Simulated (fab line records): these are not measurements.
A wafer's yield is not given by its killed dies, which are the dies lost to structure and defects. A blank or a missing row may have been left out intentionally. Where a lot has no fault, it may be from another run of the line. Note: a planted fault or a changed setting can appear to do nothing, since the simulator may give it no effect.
Chamber matching | flow nand-harc | 4 sister chambers for NHARC_A_CHANNEL_FILL_D1_ALD_25 on ald-hk-04
The step deposits SiOx, target thk 60 nm, pulse time 10 s, ald cycles 600. 14 wafers are shown with their chamber, then 7 later ones without.

## EACH WAFER AND ITS CHAMBER
wafer  | chamber | heater-power-w (W) | precursor-pulse-height-rel
L074.2 | 1       | 396                | 0.969
L074.3 | 0       | 494                | 1.014
L074.6 | 0       | 509                | 1.017
L079.1 | 0       | 503                | 0.988
L079.2 | 2       | 438                | 0.975
L079.4 | 3       | 465                | 0.995
L082.1 | 3       | 455                | 0.984
L082.2 | 1       | 409                | 1.000
L082.4 | 0       | 506                | 0.981
L086.3 | 1       | 403                | 0.985
L086.4 | 2       | 434                | 0.987
L086.5 | 3       | 465                | 0.983
L090.1 | 3       | 465                | 1.012
L090.5 | 3       | 461                | 1.014

SIGNATURES (means of the wafers above)
reading                    | chamber 0 | chamber 1 | chamber 2 | chamber 3 | scatter within a chamber
heater-power-w             | 503.00    | 402.67    | 436.00    | 462.20    | 5.44
precursor-pulse-height-rel | 1.00000   | 0.98467   | 0.98100   | 0.99760   | 0.0156
Rule: a wafer's distance from a chamber is the root of the sum, over the readings, of the square of ((its reading less the chamber's mean) divided by the reading's scatter). If the next closest chamber is less than 2 further off than the closest, the wafer can't be placed; otherwise it belongs to the closest. The scatter is the square root of a quotient: the sum, over the shown wafers, of each reading's squared deviation from its chamber's mean, divided by wafers minus chambers.

## WAFERS WITHOUT THEIR CHAMBER
wafer  | heater-power-w (W) | precursor-pulse-height-rel
L090.6 | 509                | 0.997
L092.1 | 515                | 1.021
L092.3 | 406                | 0.976
L092.6 | 413                | 0.973
L094.4 | 524                | 1.060
L094.5 | 433                | 1.029
L094.6 | 407                | 1.025

## WHICH CHAMBER EACH ONE RAN IN
wafer  | from the rows above | in truth
L090.6 | 0                   | 0
L092.1 | 0                   | 0
L092.3 | 1                   | 1
L092.6 | 1                   | 1
L094.4 | 0                   | 0
L094.5 | 2                   | 2
L094.6 | 1                   | 1
Placed correctly: 7 of 7. From these rows, 0 cannot be placed. Placed wrongly: 0.
